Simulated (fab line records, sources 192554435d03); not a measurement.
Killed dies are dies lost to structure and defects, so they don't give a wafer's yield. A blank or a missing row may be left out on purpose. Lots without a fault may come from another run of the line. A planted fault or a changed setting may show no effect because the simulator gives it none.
fab line records | flow n5_finfet
record lots=24 wafers=72 last_day=20
route steps=1938 shown MOL_CONTACT_COAG@617 BEOL_M0_SAQP@634
lots that met no fault: from a run of the same line without faults
start_h: hours from the record's first day to the start of the lot's first wafer shown | wait_h: hours since the lot's step before | " the same as in the row above | L1.1+2: a row that stands for several wafers | - no value, or no start given | * or withheld: withheld | < > ~ a bound
route shown NAME@n: a module of which the file shows steps, and the number in the route of the first | usual: mean/standard deviation of fault-free wafers | same: alike in all rows | chamber/n: place in a boat | sites: the reading at each site | _std_site: their standard deviation | _edge_site: outer sites' mean less inner sites' | radius_mm: how far each site lies from the wafer's centre | mask NAME#n: copy n | behind: the tool/chamber that last shaped the wafer | hold: why the lot was held/for how many hours/how that ended | device: the transistor (n, p or np) that didn't switch | end of line: the same wafers' tests at the end of the route | a step without rows: its recipe alone | killed: dies lost to structure and defects at the first sort, not the wafer's yield | map: a wafer's dies, x killed, . not, _ none there
set.NAME: the setting as run; set.NAME@STEP: as run at that earlier step | model.NAME: the simulator's own value behind a step, which no gauge read
steps of the route over a sample of lots; a table a step, a row a wafer
services: from which hour (start_h, from the record's first day; less than 0 if before it) a tool's chamber was out of use, for how many hours, and why
## steps
# step N5_MOL_CONTACT_COAG_ETCH_48
# recipe chemistry=C4F6/O2 target_depth_a=150 overetch_a=45 mask_material=SOC target=SiOC bias_w=465 pressure_mtorr=10 time_s=17 source_w=335 Ar_flow_sccm=300 C4F6_flow_sccm=10 O2_flow_sccm=10 ion_energy_ev=576
# usual C4F6_flow_sccm=10.00/0.03 drypump_motor_current_A=5.49/0.21 oes_product_au=0.66/0.066 rf_vpp_V=1592/12 showerhead_plenum_p_Torr=2.84/0.097 throttle_valve_pct=40.56/0.23
# columns lot.wafer tool chamber start_h wait_h C4F6_flow_sccm drypump_motor_current_A oes_product_au rf_hours_counter_h rf_vpp_V showerhead_plenum_p_Torr throttle_valve_pct
L074.2 rie_diel-03 2 102.30 0.0 9.99 5.61 0.68 118 1572 2.63 40.40
L074.3 " 1 " " 10.02 5.45 0.74 13 1607 2.90 40.32
L074.5 " 2 " " 10.01 5.61 0.64 - 1570 2.63 40.38
L075.1 rie_diel-05 2 109.05 0.0 10.03 5.90 0.64 173 1610 2.84 40.51
L075.5 " 1 " " 9.96 5.53 0.60 - 1602 2.91 40.77
L075.6 " 0 " " 9.98 5.12 0.66 - 1581 2.95 40.92
L076.2 rie_diel-03 2 114.44 0.0 10.01 5.60 0.65 122 1571 2.63 40.38
L076.3 " 3 " " 9.98 5.30 0.72 26 1594 2.89 40.72
L076.5 " 3 " " 10.04 5.32 0.73 - 1595 2.89 40.74
L077.4 rie_diel-03 1 120.66 0.0 10.01 5.45 0.77 19 1608 2.89 40.35
L077.5 " 3 " " 10.00 5.30 0.76 - 1593 2.88 40.77
L077.6 " 2 " " 10.02 5.60 0.66 - 1571 2.63 40.39
L078.1 rie_diel-05 0 124.64 0.0 10.05 5.12 0.61 147 1580 2.95 40.91
L078.2 " 2 " " 9.96 5.91 0.62 178 1610 2.84 40.51
L078.6 " 0 " " 10.01 5.12 0.61 - 1580 2.95 40.90
L079.3 rie_diel-03 1 134.09 0.0 9.98 5.43 0.77 24 1607 2.89 40.35
L079.5 " 2 " " 9.99 5.59 0.62 - 1572 2.63 40.38
L079.6 " 1 " " 10.03 5.44 0.77 - 1608 2.89 40.35
L080.3 rie_diel-05 1 137.53 0.0 9.95 5.55 0.62 241 1602 2.91 40.81
L080.4 " 3 " " 9.96 5.60 0.83 15 1595 2.90 40.63
L080.6 " 1 " " 9.95 5.54 0.61 - 1602 2.90 40.79
L081.2 rie_diel-03 3 144.21 0.0 9.96 5.30 0.69 36 1593 2.88 40.73
L081.5 " 3 " " 9.95 5.31 0.71 - 1593 2.88 40.74
L081.6 " 0 " " 9.99 5.45 0.58 - 1591 2.84 40.32
L082.2 rie_diel-03 2 148.92 0.0 10.01 5.62 0.64 135 1572 2.63 40.39
L082.4 " 0 " " 9.99 5.47 0.63 155 1592 2.84 40.34
L082.5 " 1 " " 9.98 5.44 0.74 - 1607 2.89 40.35
L083.2 rie_diel-05 0 160.44 0.0 10.01 5.12 0.66 159 1579 2.94 40.94
L083.5 " 0 " " 10.00 5.12 0.61 - 1579 2.94 40.91
L083.6 " 3 " " 9.99 5.61 0.75 - 1596 2.90 40.64
L084.1 rie_diel-03 2 162.06 0.0 10.02 5.60 0.61 139 1571 2.63 40.37
L084.3 " 1 " " 10.00 5.46 0.69 34 1607 2.89 40.34
L084.4 " 0 " " 9.96 5.43 0.63 159 1590 2.84 40.36
L085.1 rie_diel-03 0 167.86 0.0 9.99 5.44 0.62 160 1591 2.84 40.36
L085.2 " 1 " " 9.99 5.43 0.72 36 1608 2.89 40.33
L085.5 " 2 " " 10.03 5.62 0.60 - 1571 2.62 40.39
L086.2 rie_diel-03 2 173.20 0.0 10.00 5.62 0.59 143 1571 2.62 40.39
L086.4 " 0 " " 10.01 5.46 0.56 162 1590 2.84 40.33
L086.6 " 3 " " 9.97 5.25 0.68 - 1591 2.88 40.74
L087.2 rie_diel-06 0 178.84 0.0 10.02 5.53 0.58 180 1585 2.72 40.98
L087.5 " 1 " " 10.01 5.86 0.61 - 1595 2.88 40.28
L087.6 " 0 " " 9.97 5.56 0.62 - 1587 2.72 40.99
L088.1 rie_diel-03 3 182.85 0.0 10.01 5.28 0.71 49 1593 2.88 40.78
L088.2 " 0 " " 10.05 5.44 0.60 166 1589 2.84 40.35
L088.4 " 2 " " 10.03 5.61 0.61 147 1570 2.62 40.39
L089.1 rie_diel-03 0 192.91 0.0 9.96 5.45 0.61 170 1590 2.84 40.35
L089.2 " 3 " " 10.00 5.32 0.71 52 1591 2.87 40.76
L089.6 " 2 " " 10.01 5.61 0.60 - 1571 2.62 40.38
L090.2 rie_diel-03 1 204.28 0.0 10.01 5.47 0.72 49 1606 2.88 40.35
L090.4 " 2 " " 9.99 5.61 0.64 153 1572 2.62 40.41
L090.6 " 2 " " 10.01 5.63 0.60 - 1570 2.62 40.40
L091.2 rie_diel-05 3 204.72 0.0 10.00 5.60 0.78 42 1594 2.89 40.67
L091.4 " 1 " " 9.98 5.57 0.78 8 1601 2.90 40.81
L091.6 " 3 " " 9.99 5.62 0.72 - 1593 2.89 40.64
L092.3 rie_diel-05 3 207.58 0.0 10.02 5.61 0.72 43 1594 2.89 40.63
L092.4 " 2 " " 9.99 5.91 0.60 209 1610 2.83 40.52
L092.5 " 3 " " 10.04 5.60 0.73 - 1594 2.89 40.64
L093.1 rie_diel-05 0 218.37 0.0 10.00 5.12 0.63 182 1577 2.93 40.95
L093.2 " 1 " " 10.02 5.53 0.78 12 1601 2.89 40.81
L093.5 " 3 " " 9.98 5.60 0.73 - 1594 2.89 40.66
L094.2 rie_diel-06 0 226.01 0.0 9.99 5.55 0.61 196 1585 2.71 41.00
L094.3 " 3 " " 10.00 5.32 0.68 143 1604 2.85 40.80
L094.5 " 1 " " 9.99 5.85 0.68 - 1594 2.87 40.32
L095.1 rie_diel-06 2 231.07 0.0 10.04 5.26 0.56 210 1603 2.82 40.27
L095.4 " 3 " " 10.00 5.31 0.63 145 1603 2.85 40.78
L095.5 " 2 " " 10.02 5.26 0.57 - 1605 2.82 40.28
L096.1 rie_diel-05 1 240.52 0.0 10.06 5.56 0.70 17 1602 2.89 40.79
L096.4 " 2 " " 9.99 5.91 0.59 218 1609 2.82 40.53
L096.6 " 3 " " 10.03 5.62 0.67 - 1592 2.89 40.62
L097.1 rie_diel-03 2 246.12 0.0 10.00 5.59 0.60 168 1570 2.61 40.41
L097.4 " 1 " " 9.92 5.48 0.71 63 1607 2.87 40.39
L097.6 " 2 " " 10.00 5.58 0.63 - 1571 2.61 40.42
# step N5_MOL_CONTACT_COAG_STRIP_49
# recipe chemistry=N2/H2 time_s=30 power_w=1000 temp_c=250 pressure_mtorr=withheld n2_flow_sccm=1750 h2_flow_sccm=3250
# usual drypump_motor_current_A=5.6/0.66 heater_power_w=324/47
# columns lot.wafer tool chamber start_h wait_h drypump_motor_current_A heater_power_w rf_hours_counter_h
L074.2 plasma_asher-01 1 102.44 - 4.7 353 42
L074.3 " 0 " " 5.8 281 -
L074.5 " 0 " " 5.8 280 -
L075.1 plasma_asher-01 0 109.18 - 5.8 284 44
L075.5 " 1 " " 4.7 344 -
L075.6 " 0 " " 5.8 289 -
L076.2 plasma_asher-01 1 114.57 - 4.7 345 46
L076.3 " 1 " " 4.7 342 -
L076.5 " 1 " " 4.7 339 -
L077.4 plasma_asher-01 0 120.81 - 5.8 280 -
L077.5 " 1 " " 4.7 345 -
L077.6 " 0 " " 5.8 285 -
L078.1 plasma_asher-01 0 124.77 - 5.8 289 48
L078.2 " 1 " " 4.7 339 48
L078.6 " 0 " " 5.8 285 -
L079.3 plasma_asher-02 0 134.24 - 6.1 278 -
L079.5 " 1 " " 6.5 402 -
L079.6 " 0 " " 6.1 278 -
L080.3 plasma_asher-02 1 137.79 - 6.5 405 -
L080.4 " 0 " " 6.1 280 -
L080.6 " 1 " " 6.5 416 -
L081.2 plasma_asher-01 1 144.35 - 4.7 335 53
L081.5 " 0 " " 5.8 283 -
L081.6 " 1 " " 4.7 340 -
L082.2 plasma_asher-02 0 149.05 - 6.1 289 98
L082.4 " 1 " " 6.5 402 -
L082.5 " 1 " " 6.5 413 -
L083.2 plasma_asher-01 0 160.57 - 5.8 278 56
L083.5 " 1 " " 4.8 344 -
L083.6 " 0 " " 5.8 285 -
L084.1 plasma_asher-02 1 162.20 - 6.5 413 101
L084.3 " 0 " " 6.1 273 -
L084.4 " 1 " " 6.5 407 -
L085.1 plasma_asher-01 1 168.00 - 4.7 341 57
L085.2 " 0 " " 5.8 281 57
L085.5 " 0 " " 5.8 286 -
L086.2 plasma_asher-02 1 173.33 - 6.5 416 103
L086.4 " 1 " " 6.5 413 -
L086.6 " 0 " " 6.1 283 -
L087.2 plasma_asher-01 1 178.97 - 4.7 337 60
L087.5 " 0 " " 5.8 291 -
L087.6 " 1 " " 4.7 342 -
L088.1 plasma_asher-01 0 182.98 - 5.8 289 60
L088.2 " 1 " " 4.7 343 60
L088.4 " 0 " " 5.8 291 -
L089.1 plasma_asher-01 1 193.05 - 4.7 346 62
L089.2 " 0 " " 5.8 286 62
L089.6 " 1 " " 4.7 344 -
L090.2 plasma_asher-02 1 204.42 - 6.5 414 109
L090.4 " 0 " " 6.1 269 -
L090.6 " 1 " " 6.5 416 -
L091.2 plasma_asher-02 1 204.85 - 6.5 417 109
L091.4 " 0 " " 6.1 282 -
L091.6 " 0 " " 6.1 281 -
L092.3 plasma_asher-01 0 207.73 - 5.8 284 -
L092.4 " 1 " " 4.7 345 -
L092.5 " 0 " " 5.8 285 -
L093.1 plasma_asher-02 1 218.51 - 6.5 406 111
L093.2 " 0 " " 6.1 279 111
L093.5 " 0 " " 6.1 274 -
L094.2 plasma_asher-01 0 226.16 - 5.8 288 70
L094.3 " 0 " " 5.8 296 -
L094.5 " 0 " " 5.8 286 -
L095.1 plasma_asher-01 1 231.21 - 4.8 350 72
L095.4 " 1 " " 4.8 349 -
L095.5 " 0 " " 5.8 283 -
L096.1 plasma_asher-01 0 240.67 - 5.8 291 75
L096.4 " 1 " " 4.7 349 -
L096.6 " 0 " " 5.8 292 -
L097.1 plasma_asher-01 1 246.59 - 4.7 336 78
L097.4 " 1 " " 4.7 343 -
L097.6 " 0 " " 5.8 280 -
# step N5_BEOL_M0_SAQP_HM_DEP_02
# recipe material=TiN target_thk_a=120 temp_c=25 chamber_pressure_pa=0.49996
# usual throttle_valve_pct=30.2/1.4
# columns lot.wafer tool chamber start_h wait_h throttle_valve_pct
L074.2 pvd_sputter-03 - 108.47 1.4 29.7
L074.3 " - " " 30.9
L074.5 " - " " 32.2
L075.1 pvd_sputter-03 - 114.36 0.9 29.7
L075.5 " - " " 32.3
L075.6 " - " " 29.3
L076.2 pvd_sputter-02 - 119.51 0.6 29.0
L076.3 " - " " 32.6
L076.5 " - " " 29.2
L077.4 pvd_sputter-03 - 125.69 0.4 32.3
L077.5 " - " " 29.3
L077.6 " - " " 30.0
L078.1 pvd_sputter-03 - 130.84 1.7 29.8
L078.2 " - " " 29.4
L078.6 " - " " 32.3
L079.3 pvd_sputter-03 - 139.15 0.6 31.0
L079.5 " - " " 29.5
L079.6 " - " " 29.9
L080.3 pvd_sputter-03 - 143.37 1.3 30.8
L080.4 " - " " 30.1
L080.6 " - " " 30.8
L081.2 pvd_sputter-03 - 151.14 2.5 32.3
L081.5 " - " " 29.4
L081.6 " - " " 29.7
L082.2 pvd_sputter-02 - 154.70 1.3 29.2
L082.4 " - " " 32.4
L082.5 " - " " 29.5
L083.2 pvd_sputter-01 - 165.82 0.8 28.5
L083.5 " - " " 29.5
L083.6 " - " " 29.2
L084.1 pvd_sputter-01 - 169.13 1.1 28.4
L084.3 " - " " 29.8
L084.4 " - " " 28.2
L085.1 pvd_sputter-03 - 173.12 0.8 31.1
L085.2 " - " " 29.9
L085.5 " - " " 29.7
L086.2 pvd_sputter-02 - 179.47 1.8 32.4
L086.4 " - " " 29.5
L086.6 " - " " 32.5
L087.2 pvd_sputter-01 - 184.27 0.9 29.6
L087.5 " - " " 32.9
L087.6 " - " " 29.6
L088.1 pvd_sputter-01 - 189.61 2.3 29.3
L088.2 " - " " 33.1
L088.4 " - " " 29.8
L089.1 pvd_sputter-01 - 198.06 0.7 29.6
L089.2 " - " " 32.6
L089.6 " - " " 29.4
L090.2 pvd_sputter-01 - 209.22 0.5 29.8
L090.4 " - " " 32.9
L090.6 " - " " 28.1
L091.2 pvd_sputter-01 - 212.85 1.1 28.3
L091.4 " - " " 29.3
L091.6 " - " " 29.4
L092.3 pvd_sputter-03 - 214.92 0.2 30.8
L092.4 " - " " 29.6
L092.5 " - " " 29.3
L093.1 pvd_sputter-03 - 223.64 0.5 32.4
L093.2 " - " " 31.0
L093.5 " - " " 32.6
L094.2 pvd_sputter-02 - 230.80 0.3 29.4
L094.3 " - " " 29.0
L094.5 " - " " 29.0
L095.1 pvd_sputter-03 - 236.08 0.5 29.2
L095.4 " - " " 30.8
L095.5 " - " " 29.5
L096.1 pvd_sputter-01 - 246.91 1.9 32.6
L096.4 " - " " 29.9
L096.6 " - " " 29.2
L097.1 pvd_sputter-01 - 253.27 0.0 28.0
L097.4 " - " " 29.8
L097.6 " - " " 28.3
# step N5_BEOL_M0_SAQP_HM_OPEN_112
# recipe chemistry=CHF3/O2 target=SiO2 stop_on=a-Si target_depth_a=120 over_etch_frac=1.25 mask_material=SOC time_s=13.5 pressure_mtorr=30 source_w=650 bias_w=170 Ar_flow_sccm=200 CHF3_flow_sccm=50 O2_flow_sccm=5 ion_energy_ev=200 ends=end_point
# usual CHF3_flow_sccm=49.99/0.16 drypump_motor_current_A=5.4/0.47 oes_product_au=0.49/0.041 rf_vpp_V=525/5.2 showerhead_plenum_p_Torr=2.45/0.072 throttle_valve_pct=18.88/0.22
# columns lot.wafer tool chamber start_h wait_h CHF3_flow_sccm drypump_motor_current_A oes_product_au rf_hours_counter_h rf_vpp_V showerhead_plenum_p_Torr throttle_valve_pct
L074.2 rie_diel-01 3 109.57 0.0 49.96 4.6 0.50 147 526 2.51 18.66
L074.3 " 1 " " 50.00 5.7 0.46 208 530 2.49 19.09
L074.5 " 3 " " 50.12 4.6 0.50 - 525 2.51 18.66
L075.1 rie_diel-02 2 115.45 0.0 50.04 4.8 0.56 55 524 2.55 19.21
L075.5 " 2 " " 49.90 4.8 0.57 - 523 2.55 19.21
L075.6 " 3 " " 49.93 5.5 0.55 - 525 2.54 18.55
L076.2 rie_diel-04 3 120.73 0.0 50.10 5.7 0.51 119 519 2.42 18.66
L076.3 " 1 " " 49.81 6.1 0.46 216 519 2.29 18.91
L076.5 " 3 " " 50.01 5.7 0.51 - 520 2.42 18.64
L077.4 rie_diel-04 0 126.78 0.0 50.09 6.1 0.46 230 537 2.47 19.13
L077.5 " 3 " " 50.29 5.7 0.51 - 521 2.42 18.65
L077.6 " 0 " " 50.28 6.1 0.47 - 536 2.47 19.12
L078.1 rie_diel-04 2 131.82 0.0 49.97 5.5 0.48 175 527 2.40 18.90
L078.2 " 0 " " 49.84 6.1 0.45 232 535 2.47 19.12
L078.6 " 1 " " 49.92 6.1 0.45 - 519 2.29 18.90
L079.3 rie_diel-04 3 140.24 0.0 50.04 5.7 0.50 124 521 2.42 18.65
L079.5 " 0 " " 49.89 6.1 0.46 - 535 2.47 19.14
L079.6 " 3 " " 49.96 5.6 0.51 - 520 2.42 18.65
L080.3 rie_diel-04 3 144.46 0.0 50.01 5.7 0.49 126 520 2.42 18.66
L080.4 " 1 " " 50.07 6.1 0.45 223 520 2.29 18.91
L080.6 " 2 " " 50.07 5.5 0.48 - 526 2.40 18.93
L081.2 rie_diel-02 0 152.47 0.0 50.31 5.1 0.47 187 529 2.49 18.95
L081.5 " 2 " " 50.22 4.8 0.56 - 525 2.54 19.23
L081.6 " 3 " " 50.05 5.5 0.53 - 527 2.54 18.57
L082.2 rie_diel-01 0 155.79 0.0 50.16 5.5 0.49 139 529 2.51 18.57
L082.4 " 3 " " 50.08 4.7 0.49 164 524 2.50 18.70
L082.5 " 3 " " 50.16 4.7 0.49 - 525 2.50 18.68
L083.2 rie_diel-01 2 166.93 0.0 49.85 5.0 0.49 149 516 2.41 18.93
L083.5 " 3 " " 50.07 4.6 0.48 - 527 2.50 18.70
L083.6 " 0 " " 49.83 5.4 0.49 - 527 2.50 18.58
L084.1 rie_diel-02 0 170.35 0.0 49.86 5.1 0.45 193 532 2.49 18.97
L084.3 " 1 " " 50.04 5.1 0.49 146 520 2.52 18.60
L084.4 " 0 " " 49.75 5.1 0.46 - 529 2.49 18.94
L085.1 rie_diel-02 1 174.21 0.0 50.09 5.1 0.49 148 521 2.52 18.62
L085.2 " 2 " " 49.98 4.8 0.55 72 525 2.54 19.22
L085.5 " 0 " " 49.92 5.0 0.46 - 531 2.49 18.96
L086.2 rie_diel-04 3 180.87 0.0 49.89 5.7 0.50 137 520 2.41 18.67
L086.4 " 2 " " 50.10 5.5 0.48 - 523 2.40 18.94
L086.6 " 0 " " 49.99 6.1 0.46 - 535 2.47 19.16
L087.2 rie_diel-04 3 185.78 0.0 49.94 5.7 0.49 139 519 2.41 18.67
L087.5 " 3 " " 49.76 5.6 0.50 - 521 2.41 18.67
L087.6 " 0 " " 49.91 6.1 0.46 - 534 2.47 19.16
L088.1 rie_diel-02 3 190.78 0.0 49.84 5.5 0.54 81 527 2.53 18.58
L088.2 " 2 " " 49.93 4.8 0.54 77 526 2.54 19.24
L088.4 " 0 " " 49.89 5.0 0.46 201 529 2.48 18.97
L089.1 rie_diel-04 3 199.17 0.0 49.97 5.6 0.50 145 520 2.41 18.69
L089.2 " 1 " " 49.90 6.1 0.44 237 518 2.29 18.94
L089.6 " 2 " " 49.82 5.5 0.46 - 526 2.39 18.96
L090.2 rie_diel-02 1 210.32 0.0 50.16 5.1 0.48 159 521 2.51 18.63
L090.4 " 0 " " 49.88 5.1 0.46 206 531 2.48 18.97
L090.6 " 2 " " 49.63 4.8 0.55 - 524 2.54 19.26
L091.2 rie_diel-02 2 214.26 0.0 50.03 4.8 0.54 83 524 2.54 19.26
L091.4 " 0 " " 49.92 5.1 0.46 - 530 2.48 18.98
L091.6 " 2 " " 49.92 4.8 0.54 - 524 2.54 19.26
L092.3 rie_diel-01 1 216.01 0.0 49.76 5.8 0.46 241 531 2.47 19.15
L092.4 " 0 " " 50.05 5.5 0.49 155 529 2.50 18.63
L092.5 " 3 " " 49.93 4.6 0.49 - 525 2.50 18.72
L093.1 rie_diel-04 0 224.74 0.0 50.13 6.1 0.64 5 536 2.46 18.77
L093.2 " 3 " " 50.06 5.6 0.49 154 520 2.41 18.71
L093.5 " 1 " " 50.23 6.1 0.44 - 521 2.28 18.95
L094.2 rie_diel-04 0 231.89 0.0 50.05 6.1 0.63 7 534 2.46 18.76
L094.3 " 1 " " 49.74 6.1 0.44 249 519 2.28 18.96
L094.5 " 0 " " 50.05 6.1 0.64 - 534 2.46 18.76
L095.1 rie_diel-04 3 237.17 0.0 50.12 5.6 0.49 157 519 2.41 18.71
L095.4 " 2 " " 49.82 5.5 0.46 212 526 2.39 18.96
L095.5 " 2 " " 50.25 5.5 0.46 - 526 2.39 18.98
L096.1 rie_diel-04 2 248.02 0.0 49.92 5.5 0.46 215 526 2.39 18.98
L096.4 " 3 " " 50.08 5.7 0.50 - 521 2.40 18.73
L096.6 " 0 " " 49.87 6.1 0.62 - 534 2.46 18.78
L097.1 rie_diel-02 3 254.45 0.0 50.13 5.5 0.52 98 526 2.53 18.61
L097.4 " 2 " " 50.05 4.8 0.53 95 524 2.53 19.28
L097.6 " 1 " " 49.97 5.1 0.48 - 520 2.51 18.65
# step N5_BEOL_M0_SAQP_MANDREL_ETCH_20
# recipe target_depth_a=600 chemistry=HBr/Cl2 target=a-Si stop_on=SiNx bt_time_s=10 mask_material=SOC over_etch_frac=0.5 time_s=30 pressure_mtorr=10 icp_w=800 bias_w=75 HBr_flow_sccm=150 Cl2_flow_sccm=80 ends=end_point
# usual drypump_motor_current_A=5.6/0.32 oes_product_au=0.774/0.011 throttle_valve_pct=35.38/0.26
# columns lot.wafer tool chamber start_h wait_h drypump_motor_current_A oes_product_au rf_hours_counter_h throttle_valve_pct
L074.2 rie_si-05 0 109.65 0.0 6.0 0.772 9 35.02
L074.3 " 1 " " 6.0 0.761 37 35.34
L074.5 " 2 " " 5.6 0.771 - 35.29
L075.1 rie_si-02 1 115.54 0.0 5.5 0.768 89 35.15
L075.5 " 2 " " 5.5 0.783 - 35.40
L075.6 " 3 " " 5.1 0.777 - 35.66
L076.2 rie_si-02 2 120.82 0.0 5.5 0.782 117 35.42
L076.3 " 0 " " 5.8 0.753 183 35.59
L076.5 " 2 " " 5.5 0.782 - 35.41
L077.4 rie_si-04 3 126.87 0.0 5.7 0.767 20 35.51
L077.5 " 3 " " 5.6 0.760 - 35.49
L077.6 " 0 " " 4.9 0.766 - 35.26
L078.1 rie_si-04 2 131.90 0.0 5.1 0.766 8 35.35
L078.2 " 0 " " 4.9 0.759 68 35.28
L078.6 " 2 " " 5.1 0.781 - 35.33
L079.3 rie_si-05 1 140.33 0.0 6.0 0.770 37 35.34
L079.5 " 0 " " 6.0 0.786 - 35.00
L079.6 " 1 " " 6.0 0.781 - 35.31
L080.3 rie_si-05 2 144.55 0.0 5.6 0.766 22 35.30
L080.4 " 0 " " 6.0 0.776 9 35.02
L080.6 " 2 " " 5.6 0.774 - 35.31
L081.2 rie_si-02 1 152.56 0.0 5.5 0.756 90 35.17
L081.5 " 0 " " 5.8 0.760 - 35.57
L081.6 " 1 " " 5.5 0.763 - 35.16
L082.2 rie_si-02 1 155.88 0.0 5.5 0.769 90 35.14
L082.4 " 2 " " 5.5 0.800 117 35.39
L082.5 " 3 " " 5.1 0.782 - 35.65
L083.2 rie_si-05 2 167.01 0.0 5.6 0.774 23 35.30
L083.5 " 2 " " 5.6 0.774 - 35.29
L083.6 " 1 " " 6.0 0.777 - 35.31
L084.1 rie_si-02 0 170.43 0.0 5.9 0.761 184 35.55
L084.3 " 2 " " 5.5 0.783 118 35.41
L084.4 " 3 " " 5.1 0.785 56 35.64
L085.1 rie_si-02 3 174.30 0.0 5.1 0.762 56 35.64
L085.2 " 0 " " 5.8 0.759 184 35.56
L085.5 " 3 " " 5.1 0.772 - 35.64
L086.2 rie_si-02 2 180.96 0.0 5.5 0.781 118 35.42
L086.4 " 1 " " 5.5 0.780 90 35.14
L086.6 " 2 " " 5.5 0.794 - 35.39
L087.2 rie_si-05 1 185.86 0.0 6.1 0.767 38 35.34
L087.5 " 1 " " 6.1 0.778 - 35.32
L087.6 " 0 " " 5.9 0.774 - 35.02
L088.1 rie_si-04 0 190.87 0.0 4.9 0.763 69 35.28
L088.2 " 2 " " 5.1 0.786 9 35.33
L088.4 " 1 " " 5.9 0.785 8 34.98
L089.1 rie_si-02 1 199.25 0.0 5.5 0.760 90 35.16
L089.2 " 0 " " 5.8 0.766 185 35.57
L089.6 " 2 " " 5.5 0.784 - 35.39
L090.2 rie_si-04 0 210.40 0.0 4.9 0.762 69 35.28
L090.4 " 1 " " 5.8 0.789 8 35.00
L090.6 " 0 " " 4.9 0.768 - 35.27
L091.2 rie_si-05 1 214.35 0.0 6.1 0.779 39 35.31
L091.4 " 3 " " 5.6 0.795 8 35.83
L091.6 " 3 " " 5.6 0.795 - 35.83
L092.3 rie_si-04 2 216.10 0.0 5.1 0.774 9 35.34
L092.4 " 1 " " 5.9 0.780 8 35.01
L092.5 " 0 " " 4.9 0.767 - 35.27
L093.1 rie_si-05 3 224.82 0.0 5.7 0.780 9 35.86
L093.2 " 0 " " 5.9 0.766 11 35.05
L093.5 " 0 " " 5.9 0.777 - 35.03
L094.2 rie_si-05 3 231.97 0.0 5.7 0.768 9 35.88
L094.3 " 2 " " 5.6 0.765 24 35.30
L094.5 " 3 " " 5.6 0.786 - 35.83
L095.1 rie_si-05 0 237.25 0.0 5.9 0.761 11 35.02
L095.4 " 2 " " 5.6 0.767 - 35.29
L095.5 " 0 " " 5.9 0.785 - 35.01
L096.1 rie_si-05 3 248.10 0.0 5.6 0.774 9 35.88
L096.4 " 2 " " 5.7 0.766 25 35.32
L096.6 " 1 " " 6.1 0.756 - 35.36
L097.1 rie_si-05 1 254.54 0.0 6.0 0.764 39 35.34
L097.4 " 3 " " 5.6 0.797 9 35.82
L097.6 " 0 " " 6.0 0.784 - 35.00
# step N5_BEOL_M0_SAQP_RECESS_104
# recipe chemistry=HF/NH3 target=SiO2 target_depth_a=180 afs_cycles=3 temp_c=30 sublimation_temp_c=180 sublimation_time_s=60
# usual drypump_motor_current_A=5.5/0.35
# columns lot.wafer tool chamber start_h wait_h drypump_motor_current_A
L074.2 vapor_etch-01 1 111.20 0.1 5.4
L074.3 " 0 " " 4.9
L074.5 " 1 " " 5.4
L075.1 vapor_etch-01 1 117.34 0.1 5.4
L075.5 " 0 " " 4.9
L075.6 " 1 " " 5.4
L076.2 vapor_etch-02 1 122.40 0.1 5.8
L076.3 " 1 " " 5.8
L076.5 " 0 " " 5.7
L077.4 vapor_etch-01 1 128.66 0.2 5.4
L077.5 " 1 " " 5.4
L077.6 " 0 " " 4.9
L078.1 vapor_etch-02 0 133.72 0.1 5.7
L078.2 " 1 " " 5.8
L078.6 " 0 " " 5.7
L079.3 vapor_etch-02 0 141.99 0.2 5.7
L079.5 " 0 " " 5.7
L079.6 " 1 " " 5.8
L080.3 vapor_etch-01 0 146.85 0.2 4.9
L080.4 " 1 " " 5.4
L080.6 " 0 " " 4.9
L081.2 vapor_etch-02 0 154.68 0.1 5.7
L081.5 " 1 " " 5.8
L081.6 " 0 " " 5.7
L082.2 vapor_etch-01 1 157.64 0.1 5.4
L082.4 " 1 " " 5.4
L082.5 " 1 " " 5.4
L083.2 vapor_etch-02 1 168.62 0.1 5.8
L083.5 " 1 " " 5.8
L083.6 " 0 " " 5.7
L084.1 vapor_etch-02 0 173.01 0.3 5.7
L084.3 " 1 " " 5.8
L084.4 " 0 " " 5.7
L085.1 vapor_etch-02 1 176.32 0.1 5.8
L085.2 " 0 " " 5.7
L085.5 " 1 " " 5.8
L086.2 vapor_etch-01 0 182.50 0.1 4.9
L086.4 " 1 " " 5.4
L086.6 " 1 " " 5.4
L087.2 vapor_etch-01 1 188.63 0.1 5.4
L087.5 " 0 " " 4.9
L087.6 " 1 " " 5.4
L088.1 vapor_etch-02 0 193.24 0.1 5.7
L088.2 " 1 " " 5.8
L088.4 " 0 " " 5.7
L089.1 vapor_etch-02 1 201.00 0.1 5.8
L089.2 " 0 " " 5.7
L089.6 " 1 " " 5.8
L090.2 vapor_etch-02 1 212.96 0.1 5.8
L090.4 " 0 " " 5.7
L090.6 " 0 " " 5.7
L091.2 vapor_etch-02 1 216.62 0.1 5.8
L091.4 " 1 " " 5.8
L091.6 " 1 " " 5.8
L092.3 vapor_etch-01 1 218.69 0.2 5.4
L092.4 " 0 " " 4.9
L092.5 " 1 " " 5.4
L093.1 vapor_etch-02 1 227.78 0.1 5.8
L093.2 " 0 " " 5.7
L093.5 " 1 " " 5.8
L094.2 vapor_etch-02 0 233.52 0.1 5.6
L094.3 " 0 " " 5.6
L094.5 " 1 " " 5.8
L095.1 vapor_etch-01 1 238.80 0.1 5.3
L095.4 " 1 " " 5.3
L095.5 " 0 " " 4.9
L096.1 vapor_etch-01 1 249.68 0.1 5.4
L096.4 " 1 " " 5.4
L096.6 " 1 " " 5.4
L097.1 vapor_etch-02 1 256.79 0.1 5.8
L097.4 " 0 " " 5.7
L097.6 " 1 " " 5.8
## services
# columns tool chamber start_h hours kind
vapor_etch-01 - 87.31 0.2 repair
rie_diel-04 3 87.56 2.5 repair
rie_diel-02 0 100.91 6.0 repair
rie_si-04 2 107.10 1.5 repair
rie_diel-06 1 110.57 8.0 repair
pvd_sputter-01 - 112.49 2.9 repair
rie_diel-02 2 137.47 6.3 repair
rie_diel-02 3 164.68 12.2 repair
rie_diel-04 1 180.16 11.0 repair
vapor_etch-01 - 183.80 0.4 repair
rie_diel-04 0 191.20 - clean
rie_diel-04 0 191.20 - consumable_replace:focus_ring
rie_diel-04 0 191.20 20.1 scheduled_down
rie_diel-04 0 191.20 20.1 vent_cycle
rie_diel-05 2 191.71 1.3 repair
rie_diel-02 - 195.75 0.3 repair
rie_diel-02 3 210.60 4.7 repair
rie_si-05 1 222.13 20.4 repair
plasma_asher-02 - 222.55 66.3 repair
rie_si-05 3 223.51 1.2 repair
rie_diel-04 1 237.23 - clean
rie_diel-04 1 237.23 - consumable_replace:focus_ring
rie_diel-02 - 249.18 0.2 repair
rie_si-02 - 254.77 0.1 repair
## key
fault none
